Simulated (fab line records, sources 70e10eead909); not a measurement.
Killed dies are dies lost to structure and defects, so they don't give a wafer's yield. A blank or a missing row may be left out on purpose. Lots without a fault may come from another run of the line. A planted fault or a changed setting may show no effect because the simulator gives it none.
fab line records | flow nand_harc
record lots=11 wafers=30 last_day=25
route steps=1159 shown A_STAIRCASE@532 END@1159
lots that met no fault: from a run of the same line without faults
start_h: hours from the record's first day to the start of the lot's first wafer shown | wait_h: hours since the lot's step before | " the same as in the row above | L1.1+2: a row that stands for several wafers | - no value, or no start given | * or withheld: withheld | < > ~ a bound
route shown NAME@n: a module of which the file shows steps, and the number in the route of the first | usual: mean/standard deviation of fault-free wafers | same: alike in all rows | chamber/n: place in a boat | sites: the reading at each site | _std_site: their standard deviation | _edge_site: outer sites' mean less inner sites' | radius_mm: how far each site lies from the wafer's centre | mask NAME#n: copy n | behind: the tool/chamber that last shaped the wafer | hold: why the lot was held/for how many hours/how that ended | device: the transistor (n, p or np) that didn't switch | end of line: the same wafers' tests at the end of the route | a step without rows: its recipe alone | killed: dies lost to structure and defects at the first sort, not the wafer's yield | map: a wafer's dies, x killed, . not, _ none there
set.NAME: the setting as run; set.NAME@STEP: as run at that earlier step | model.NAME: the simulator's own value behind a step, which no gauge read
steps of the route over a sample of lots; a table a step, a row a wafer
services: from which hour (start_h, from the record's first day; less than 0 if before it) a tool's chamber was out of use, for how many hours, and why
## steps
# step NHARC_A_STAIRCASE_ETCH_170
# recipe target_depth_a=2000 time_s=66.667 ion_energy_ev=250 c4f6_flow_sccm=25 o2_flow_sccm=20 ar_flow_sccm=500 rf_w=600 bias_w=500 chemistry=C4F6/O2
# usual drypump_motor_current_A=5.7/0.47 o2_flow_sccm=20.01/0.053 oes_product_au=0.967/0.018 rf_fwd_power_W=595.3/2.1 rf_vpp_V=544.5/2.9 showerhead_plenum_p_Torr=3.81/0.14 throttle_valve_pct=26.903/0.01
# columns lot.wafer tool chamber start_h wait_h drypump_motor_current_A o2_flow_sccm oes_product_au rf_fwd_power_W rf_hours_counter_h rf_vpp_V showerhead_plenum_p_Torr throttle_valve_pct
L316.2 rie_diel-05 1 - - 6.5 20.03 0.983 592.6 25 552.3 4.13 26.904
L316.4 " 3 " " 5.8 19.93 0.980 591.3 15 546.0 3.82 26.896
L316.6 " 2 " " 6.1 19.99 1.003 598.7 - 545.4 3.84 26.911
L317.4 rie_diel-05 3 - - 5.7 19.99 0.990 591.2 20 544.6 3.81 26.903
L317.6 " 3 " " 5.8 19.92 0.982 592.1 - 545.3 3.81 26.899
L317.5 " 0 " " 5.4 20.01 0.966 595.0 - 544.4 3.78 26.897
L318.4 rie_diel-08 1 - - 6.0 20.08 0.966 596.1 40 541.2 3.71 26.920
L318.1 " 2 " " 5.0 20.03 0.941 596.7 40 544.1 3.75 26.874
L318.6 " 1 " " 6.0 19.99 0.984 596.8 - 543.0 3.71 26.895
L320.3 rie_diel-13 2 - - 5.0 20.05 0.962 598.8 46 545.1 3.86 26.893
L320.6 " 1 " " 6.0 20.04 0.977 590.4 - 546.1 3.84 26.890
L320.5 " 2 " " 5.0 20.02 0.965 593.7 - 545.4 3.86 26.890
L324.3 rie_diel-05 0 - - 5.4 20.07 0.931 597.5 35 543.2 3.78 26.905
L324.4 " 3 " " 5.8 20.04 0.948 592.6 30 544.9 3.81 26.893
L324.5 " 1 " " 6.5 20.05 0.974 599.4 - 551.7 4.12 26.908
L323.4 rie_diel-08 3 - - 5.3 20.03 0.962 593.5 54 540.9 3.67 26.915
L323.1 " 0 " " 5.4 19.99 0.954 594.6 52 542.2 3.76 26.904
L323.5 " 1 " " 6.0 19.90 0.969 598.7 - 542.1 3.71 26.913
L328.2 rie_diel-05 2 - - 6.1 20.04 0.941 595.5 53 545.0 3.83 26.907
L328.1 " 3 " " 5.8 20.10 0.989 593.4 47 543.8 3.80 26.902
L328.6 " 3 " " 5.8 20.02 0.987 593.1 - 543.4 3.80 26.897
L332.2 rie_diel-08 3 - - 5.4 20.03 0.977 595.1 4 541.5 3.67 26.893
L332.3 " 0 " " 5.4 19.96 0.961 591.5 5 543.3 3.75 26.900
L333.2 rie_diel-05 0 - - 5.4 19.99 0.969 593.8 63 542.9 3.76 26.892
L333.3 " 2 " " 6.1 20.03 0.993 598.6 60 544.5 3.82 26.898
L335.2 rie_diel-05 2 - - 6.1 19.99 0.983 595.1 0 544.7 3.82 26.899
L335.5 " 3 " " 5.8 20.02 0.967 593.5 - 544.1 3.79 26.894
L338.3 rie_diel-08 2 - - 5.0 20.05 0.961 592.8 23 542.1 3.72 26.895
L338.5 " 2 " " 5.0 20.06 0.959 598.5 - 543.4 3.72 26.898
L338.6 " 3 " " 5.3 20.06 0.994 596.1 - 541.7 3.66 26.902
# step NHARC_A_STAIRCASE_DESCUM_11
# recipe time_s=3 o2_flow_sccm=200 ar_flow_sccm=0 bias_power_w=0 chemistry=O2
# usual drypump_motor_current_A=5.7/0.48 o2_flow_sccm=200.1/0.61 oes_product_au=1.004/0.014 rf_vpp_V=57.5/0.81 showerhead_plenum_p_Torr=1.86/0.076 throttle_valve_pct=11.312/0.0093
# columns lot.wafer tool chamber start_h wait_h drypump_motor_current_A o2_flow_sccm oes_product_au rf_hours_counter_h rf_vpp_V showerhead_plenum_p_Torr throttle_valve_pct
L316.2 rie_diel-08 3 232.92 - 5.3 200.7 1.007 38 56.6 1.78 11.318
L316.6 " 1 " " 6.0 200.4 1.022 - 58.5 1.80 11.311
L316.4 " 2 " " 5.0 199.7 0.975 - 58.6 1.82 11.317
L317.4 rie_diel-08 3 245.24 - 5.3 200.0 1.016 42 57.7 1.78 11.301
L317.5 " 3 " " 5.3 200.1 1.020 - 57.5 1.78 11.298
L317.6 " 0 " " 5.4 199.7 1.018 - 56.0 1.83 11.334
L318.4 rie_diel-05 0 245.65 - 5.4 199.6 0.982 26 56.6 1.84 11.309
L318.1 " 2 " " 6.1 199.3 1.000 30 58.1 1.87 11.308
L318.6 " 1 " " 6.5 199.3 0.994 - 56.8 2.02 11.314
L320.3 rie_diel-05 0 252.92 - 5.4 200.2 1.008 28 55.7 1.84 11.318
L320.6 " 0 " " 5.4 199.8 0.981 - 57.1 1.84 11.333
L320.5 " 1 " " 6.5 199.8 1.003 - 57.7 2.02 11.312
L324.4 rie_diel-05 2 278.28 - 6.1 200.3 1.012 39 57.5 1.87 11.314
L324.3 " 3 " " 5.8 199.3 1.006 30 58.2 1.85 11.313
L324.5 " 0 " " 5.4 199.8 0.983 - 56.6 1.83 11.318
L323.4 rie_diel-08 2 278.43 - 5.0 200.6 0.992 52 57.8 1.82 11.313
L323.1 " 0 " " 5.4 201.0 1.026 52 56.4 1.83 11.322
L323.5 " 1 " " 6.0 199.6 1.020 - 57.2 1.80 11.310
L328.2 rie_diel-08 1 315.23 - 6.0 199.9 1.018 2 57.9 1.79 11.304
L328.1 " 0 " " 5.4 199.1 0.987 3 57.5 1.82 11.301
L328.6 " 2 " " 5.0 199.9 0.980 - 58.9 1.81 11.304
L332.2 rie_diel-05 0 322.06 - 5.4 201.5 0.997 57 58.0 1.83 11.313
L332.3 " 1 " " 6.5 199.2 1.006 57 57.9 2.01 11.302
L333.3 rie_diel-05 2 336.18 - 6.1 200.5 1.015 60 57.8 1.86 11.315
L333.2 " 1 " " 6.5 200.4 0.995 62 59.6 2.01 11.321
L335.2 rie_diel-05 2 351.70 - 6.1 199.8 1.018 0 56.8 1.86 11.313
L335.5 " 2 " " 6.1 200.1 1.005 - 57.9 1.86 11.324
L338.3 rie_diel-08 0 374.43 - 5.4 199.2 0.989 20 56.9 1.82 11.309
L338.5 " 3 " " 5.3 200.4 1.014 - 56.2 1.77 11.317
L338.6 " 0 " " 5.4 199.1 0.990 - 56.5 1.82 11.302
# step NHARC_A_STAIRCASE_TRIM_16
# recipe time_s=211.2 o2_flow_sccm=500 ar_flow_sccm=0 bias_w=0 chemistry=O2
# usual drypump_motor_current_A=5.8/0.48 o2_flow_sccm=499.9/1.5 oes_product_au=1.004/0.014 rf_vpp_V=57.6/0.95 showerhead_plenum_p_Torr=3.44/0.13 throttle_valve_pct=17.035/0.0093
# columns lot.wafer tool chamber start_h wait_h drypump_motor_current_A o2_flow_sccm oes_product_au rf_hours_counter_h rf_vpp_V showerhead_plenum_p_Torr throttle_valve_pct
L316.2 rie_diel-08 2 233.58 - 5.0 500.5 0.976 35 57.9 3.37 17.035
L316.4 " 1 " " 6.0 499.2 1.027 - 57.4 3.34 17.043
L316.6 " 3 " " 5.3 498.7 1.021 - 56.2 3.31 17.038
L317.4 rie_diel-08 0 245.81 - 5.4 500.6 1.006 41 58.7 3.39 17.043
L317.5 " 2 " " 5.0 499.6 0.978 - 57.4 3.37 17.041
L317.6 " 3 " " 5.3 499.3 1.018 - 58.1 3.30 17.042
L318.4 rie_diel-05 0 246.20 - 5.4 501.7 0.989 26 58.4 3.40 17.039
L318.1 " 3 " " 5.7 498.7 1.012 21 56.1 3.42 17.034
L318.6 " 1 " " 6.5 496.9 1.013 - 58.7 3.71 17.042
L320.3 rie_diel-05 2 253.64 - 6.1 502.2 1.009 33 57.1 3.45 17.037
L320.6 " 3 " " 5.8 500.7 0.999 - 56.8 3.42 17.038
L320.5 " 0 " " 5.4 499.3 0.983 - 58.5 3.40 17.042
L324.4 rie_diel-05 1 278.93 - 6.5 502.0 1.012 39 59.1 3.71 17.045
L324.3 " 0 " " 5.4 500.9 0.986 36 58.3 3.39 17.021
L324.5 " 1 " " 6.5 503.2 1.006 - 58.3 3.71 17.021
L323.4 rie_diel-08 2 279.92 - 5.0 497.6 0.988 52 58.3 3.36 17.029
L323.1 " 3 " " 5.3 501.2 1.015 55 57.7 3.30 17.036
L323.5 " 1 " " 6.0 501.5 1.016 - 56.1 3.33 17.030
L328.1 rie_diel-08 1 315.78 - 6.0 499.3 1.006 3 56.5 3.32 17.030
L328.2 " 3 " " 5.3 498.4 1.016 2 55.7 3.29 17.019
L328.6 " 1 " " 6.0 503.8 1.020 - 57.8 3.32 17.047
L332.3 rie_diel-05 1 324.15 - 6.5 500.1 0.986 59 60.8 3.70 17.037
L332.2 " 3 " " 5.7 500.2 1.223 51 59.2 3.41 17.039
L333.3 rie_diel-05 3 336.75 - 5.8 501.5 1.018 54 58.3 3.41 17.031
L333.2 " 0 " " 5.4 503.4 1.211 63 55.9 3.38 17.028
L335.2 rie_diel-05 1 352.29 - 6.5 502.9 1.252 0 57.9 3.69 17.034
L335.5 " 2 " " 6.1 499.3 1.024 - 56.8 3.43 17.047
L338.3 rie_diel-08 3 374.97 - 5.3 501.1 1.028 24 56.8 3.28 17.044
L338.5 " 3 " " 5.3 499.7 1.026 - 57.0 3.28 17.046
L338.6 " 0 " " 5.4 500.6 0.991 - 57.7 3.36 17.039
# step NHARC_A_STAIRCASE_TRIM_22
# recipe time_s=211.2 o2_flow_sccm=500 ar_flow_sccm=0 bias_w=0 chemistry=O2
# usual drypump_motor_current_A=5.8/0.47 o2_flow_sccm=500.0/1.5 oes_product_au=1.001/0.014 rf_vpp_V=57.5/0.86 showerhead_plenum_p_Torr=3.45/0.14 throttle_valve_pct=17.036/0.0097
# columns lot.wafer tool chamber start_h wait_h drypump_motor_current_A o2_flow_sccm oes_product_au rf_hours_counter_h rf_vpp_V showerhead_plenum_p_Torr throttle_valve_pct
L316.4 rie_diel-13 1 - - 6.0 500.6 0.993 42 58.1 3.45 17.039
L316.2 " 2 " " 5.0 500.5 1.003 41 57.9 3.48 17.039
L316.6 " 1 " " 6.0 501.3 0.987 - 56.8 3.45 17.047
L317.4 rie_diel-08 3 - - 5.4 498.3 1.015 43 57.3 3.30 17.026
L317.5 " 1 " " 6.0 499.6 1.009 - 56.6 3.33 17.022
L317.6 " 2 " " 5.0 499.5 0.980 - 56.6 3.37 17.029
L318.4 rie_diel-05 0 - - 5.4 502.2 0.995 26 57.7 3.40 17.038
L318.1 " 3 " " 5.8 500.3 1.007 21 58.4 3.42 17.035
L318.6 " 0 " " 5.4 501.8 0.979 - 56.3 3.40 17.048
L320.3 rie_diel-08 1 - - 6.0 502.2 1.030 44 57.9 3.33 17.019
L320.6 " 3 " " 5.3 497.7 1.035 - 56.4 3.30 17.049
L320.5 " 0 " " 5.4 500.0 1.025 - 56.3 3.39 17.040
L324.3 rie_diel-08 2 - - 5.0 501.7 0.982 56 57.9 3.36 17.027
L324.4 " 1 " " 6.0 500.3 1.006 58 56.8 3.33 17.038
L324.5 " 2 " " 5.0 502.6 0.994 - 56.0 3.36 17.033
L323.4 rie_diel-05 1 - - 6.5 502.0 1.005 43 57.2 3.71 17.042
L323.1 " 3 " " 5.8 499.1 1.009 36 58.2 3.42 17.044
L323.5 " 0 " " 5.4 500.4 0.983 - 57.1 3.39 17.047
L328.2 rie_diel-05 1 - - 6.5 500.0 1.000 56 57.8 3.70 17.046
L328.1 " 2 " " 6.1 503.1 1.004 54 58.2 3.44 17.036
L328.6 " 3 " " 5.7 499.4 1.003 - 57.3 3.41 17.033
L332.3 rie_diel-05 1 - - 6.5 500.7 0.994 60 59.1 3.70 17.034
L332.2 " 2 " " 6.1 498.1 1.000 58 56.9 3.44 17.020
L333.2 rie_diel-05 0 - - 5.4 501.0 0.998 63 56.2 3.38 17.039
L333.3 " 1 " " 6.5 499.3 1.004 63 58.0 3.69 17.029
L335.2 rie_diel-05 1 - - 6.5 500.5 1.019 1 58.0 3.69 17.019
L335.5 " 3 " " 5.7 500.8 0.995 - 58.6 3.41 17.026
L338.3 rie_diel-13 2 - - 5.0 498.3 0.974 38 56.8 3.45 17.045
L338.5 " 0 " " 6.2 501.5 1.010 - 56.7 3.34 17.040
L338.6 " 1 " " 6.0 498.1 0.984 - 57.8 3.43 17.039
# step NHARC_END_SORT_01
# recipe temp_c=25
# usual killed_at_array=27/11 killed_at_other=0.7/1.1 killed_at_periphery=3.6/2.4 killed_dies=32/11 killed_open=3.3/1.8 killed_short=2.1/1.5
# same gross_dies=677
# columns lot.wafer tool chamber start_h wait_h killed_at_array killed_at_other killed_at_periphery killed_dies killed_open killed_short
L332.2 prober-02 0 526.28 2.8 233 2 3 238 3 1
L332.3 prober-02 0 527.08 3.1 48 1 6 55 2 4
L333.2 prober-01 0 552.99 2.8 192 0 4 196 5 1
L333.3 prober-01 0 553.79 3.1 14 0 0 14 2 2
L335.2 prober-02 0 565.45 2.8 275 0 4 279 3 2
L335.5 prober-02 0 567.86 3.7 46 6 3 55 3 1
# killed by level:class
L332.2 A_STAIRCASE:area_trim=192 A_CHANNEL_HOLE_D1:chamber_film_flake=21 A_SLIT:chamber_film_flake=7 A_STAIRCASE:chamber_film_flake=6 A_CONTACT:chamber_film_flake=3 THIN_TSV:chamber_film_flake=2 P_CONTACT:geometric_particle:open=1 A_CHANNEL_FILL_D1:geometric_particle:short=1
L332.3 A_CHANNEL_HOLE_D1:chamber_film_flake=26 A_SLIT:chamber_film_flake=12 P_ZERO_WELL:chamber_film_flake=4 A_WL_FILL:geometric_particle:short=3 A_STAIRCASE:chamber_film_flake=3 P_M0:chamber_film_flake=2 A_WL_FILL:geometric_particle:open=1 A_CONTACT:geometric_particle:short=1
L333.2 A_STAIRCASE:area_trim=176 A_CHANNEL_HOLE_D1:chamber_film_flake=5 A_ZERO_WELL:chamber_film_flake=3 A_CONTACT:chamber_film_flake=3 A_STAIRCASE:chamber_film_flake=2 P_GATE:geometric_particle:open=1 P_M0:geometric_particle:open=1 P_M1:geometric_particle:open=1
L333.3 A_CHANNEL_HOLE_D1:chamber_film_flake=4 A_STAIRCASE:chamber_film_flake=4 A_ONON_D1:geometric_particle:short=1 A_CHANNEL_FILL_D1:geometric_particle:short=1 A_CHANNEL_FILL_D1:geometric_particle:open=1 A_WL_FILL:geometric_particle:open=1 A_ZERO_WELL:chamber_film_flake=1 A_CONTACT:chamber_film_flake=1
L335.2 A_STAIRCASE:area_trim=246 A_CHANNEL_HOLE_D1:chamber_film_flake=14 A_STAIRCASE:chamber_film_flake=5 A_CONTACT:chamber_film_flake=4 A_WL_FILL:geometric_particle:short=2 P_STI:chamber_film_flake=2 A_ONON_D1:geometric_particle:open=1 A_CHANNEL_FILL_D1:geometric_particle:open=1
L335.5 A_CHANNEL_HOLE_D1:chamber_film_flake=25 A_STAIRCASE:chamber_film_flake=11 A_CONTACT:chamber_film_flake=6 THIN_TSV:chamber_film_flake=6 P_STI:chamber_film_flake=2 P_GATE:geometric_particle:open=1 A_WL_FILL:geometric_particle:short=1 A_WL_FILL:geometric_particle:open=1
## services
# columns tool chamber start_h hours kind
rie_diel-05 0 207.28 3.5 repair
rie_diel-05 0 222.22 - clean
rie_diel-05 1 222.22 - clean
rie_diel-05 2 222.22 - clean
rie_diel-05 3 222.22 - clean
rie_diel-08 0 230.90 4.1 repair
rie_diel-05 0 246.78 - clean
rie_diel-05 1 246.78 - clean
rie_diel-05 2 246.78 - clean
rie_diel-05 3 246.78 - clean
rie_diel-08 2 253.28 3.2 repair
rie_diel-05 0 271.28 - clean
rie_diel-05 1 271.28 - clean
rie_diel-05 2 271.28 - clean
rie_diel-05 3 271.28 - clean
rie_diel-05 2 273.08 2.7 repair
rie_diel-13 - 276.04 9.0 pm
rie_diel-08 3 287.17 3.8 repair
rie_diel-05 0 295.78 - clean
rie_diel-05 1 295.78 - clean
rie_diel-05 2 295.78 - clean
rie_diel-08 0 328.04 12.9 repair
rie_diel-05 - 340.67 9.0 pm
rie_diel-05 3 358.94 11.9 repair
## key
first_sign step=NHARC_A_STAIRCASE_TRIM_16 reading=oes_product_au direction=up sigmas=16 usual=1.004 struck=1.229
effect step=NHARC_END_SORT_01 reading=killed_at_array direction=up sigmas=19 usual=27 struck=233
more_kills_born_at NHARC_A_STAIRCASE_TRIM_16@rie_diel-05=614
met_at NHARC_A_STAIRCASE_TRIM_16
struck_lots L332,L333,L335
struck_wafers L332.2,L333.2,L335.2
tester_left_out L332,L333,L335
not_acting_at NHARC_A_STAIRCASE_ETCH_170,NHARC_A_STAIRCASE_DESCUM_11,NHARC_A_STAIRCASE_TRIM_22
onset_between 278.93 324.15
fault kind=process_parameter_drift tool=rie_diel-05 chamber=- onset_h=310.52 steps=NHARC_A_STAIRCASE_TRIM_16 channel=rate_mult offset=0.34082 shape=step end_h=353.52 scope=struck_wafers_only
# tester_left_out: of these lots the tester's yield and bins aren't shown, on N5 and GAA mostly nor the transistor test; their killed dies are dies lost to structure and defects alone, not to doping, threshold or leakage, so they don't give the yield
